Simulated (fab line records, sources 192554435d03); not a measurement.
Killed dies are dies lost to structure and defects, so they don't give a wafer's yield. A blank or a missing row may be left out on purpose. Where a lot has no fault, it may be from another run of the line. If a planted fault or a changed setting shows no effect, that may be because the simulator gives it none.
Lot-split experiment -- flow n5Finfet -- route with 1938 steps; 7 lots, 21 wafers read

== SPLIT DETAILS ==
At N5_BEOL_M1_PECVD_72 (deposits SiO2 from TEOS/O2, target thk 16 nm, time 18 s), the setting tempC was moved away from the recipe's 400 C on 7 of the 21 wafers read, by -3.4% to +4.3%. For the rest of the wafers, this setting stayed at what the recipe calls for.

Reading taken at the split's own step.

== THE READING ==
SiO2_of_BEOL_M1_PECVD_72.thkNm (the simulator's own value, which no gauge read), in nm, at N5_BEOL_M1_PECVD_72 (deposits SiO2 from TEOS/O2, target thk 16 nm, time 18 s). No usual value for it is given in the file. Here, 14 wafers ran the recipe; their average is 16.1 nm with a standard deviation of 0.23 nm.

wafer,"tool, chamber at the split","tempC as run, C",against the recipe,"SiO2_of_BEOL_M1_PECVD_72.thkNm, nm",against lot-mates on the recipe
L074.2,"pecvd-01, 1",400,recipe,15.6,-
L074.3,"pecvd-01, 0",417.3,+4.3%,14.2,-1.4
L074.5,"pecvd-01, 2",417.3,+4.3%,14,-1.6
L076.1,"pecvd-03, 1",400,recipe,16.2,-
L076.4,"pecvd-03, 2",387.3,-3.2%,17,+0.8
L076.6,"pecvd-03, 1",387.3,-3.2%,17.6,+1.4
L077.1,"pecvd-03, 0,1",400,recipe,16.2,-
L077.3,"pecvd-03, 0,1",400,recipe,16.2,-
L077.5,"pecvd-03, 1",400,recipe,16.4,-
L082.2,"pecvd-01, 0",386.3,-3.4%,17.8,+2.0
L082.6,"pecvd-01, 0",386.3,-3.4%,17.8,+2.0
L082.3,"pecvd-01, 2",400,recipe,15.8,-
L086.1,"pecvd-02, 1",400,recipe,16,-
L086.2,"pecvd-02, 2",400,recipe,16.4,-
L086.5,"pecvd-02, 2",400,recipe,16.2,-
L091.1,"pecvd-03, 2",400,recipe,15.8,-
L091.2,"pecvd-03, 1",400,recipe,16.2,-
L091.6,"pecvd-03, 1",400,recipe,16.4,-
L097.1,"pecvd-02, 1",394.8,-1.3%,16.4,+0.2
L097.4,"pecvd-02, 2,1",400,recipe,16.2,-
L097.5,"pecvd-02, 2,1",400,recipe,16.2,-
If several chambers appear in one row, that row covers several wafers at once and the file leaves open which wafer was in which chamber.

FIT RESULTS
A straight line over all 21 wafers: SiO2_of_BEOL_M1_PECVD_72.thkNm changes by -0.447 nm for each +1% of tempC; r = -0.96; the points scatter about the line by 0.25 nm.
The same after taking each lot's own level away (the mean of its wafers on the recipe; 21 wafers): -0.407 nm for each +1%; r = -0.95; scatter 0.28 nm.
On that fit, the largest move of tempC shifts the reading by 1.8 nm.
The span of the lots' own levels, 15.60 to 16.27 nm, comes to 2.8 times the standard deviation stated above.
Consequently the slope shifts little with the lot-to-lot level, the two slopes agreeing.
Check: -1.85 nm against its lot-mates is what the line predicts for one of the wafers moved furthest among these (+4.3%) when that wafer is left out of the fit. Against them it came out at -1.4 nm.

== ADDITIONAL SPLITS CARRIED BY THESE WAFERS ==
Note: prior to the reading, these wafers also went through further splits. Each is held against what the fit with the lots' levels taken away leaves over:
other split on the same wafers,wafers away from the commonest value,r with SiO2_of_BEOL_M1_PECVD_72.thkNm (lot level and that fit taken away)
N5_HKMG_FIN_ETCH_54 sourceW,7,+0.10
N5_HKMG_FIN_PEB_10 pebTimeS,6,-0.17
N5_HKMG_FIN_DEVELOP_11 developTimeS,6,+0.27
N5_MOL_CONTACT_COAG_COAT_75 spinRpm,7,+0.11
N5_MOL_CONTACT_COAG_CVD_140 targetThkA,5,-0.23
N5_BEOL_M0_SAQP_PECVD_96 timeS,5,-0.13
N5_BEOL_M0_CUTY_EXPOSE_54 doseMj,6,-0.18

== FILE'S OWN FIT ==
SiO2_of_BEOL_M1_PECVD_72.thkNm changes by -0.405 nm for each +1% of tempC, r = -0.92.
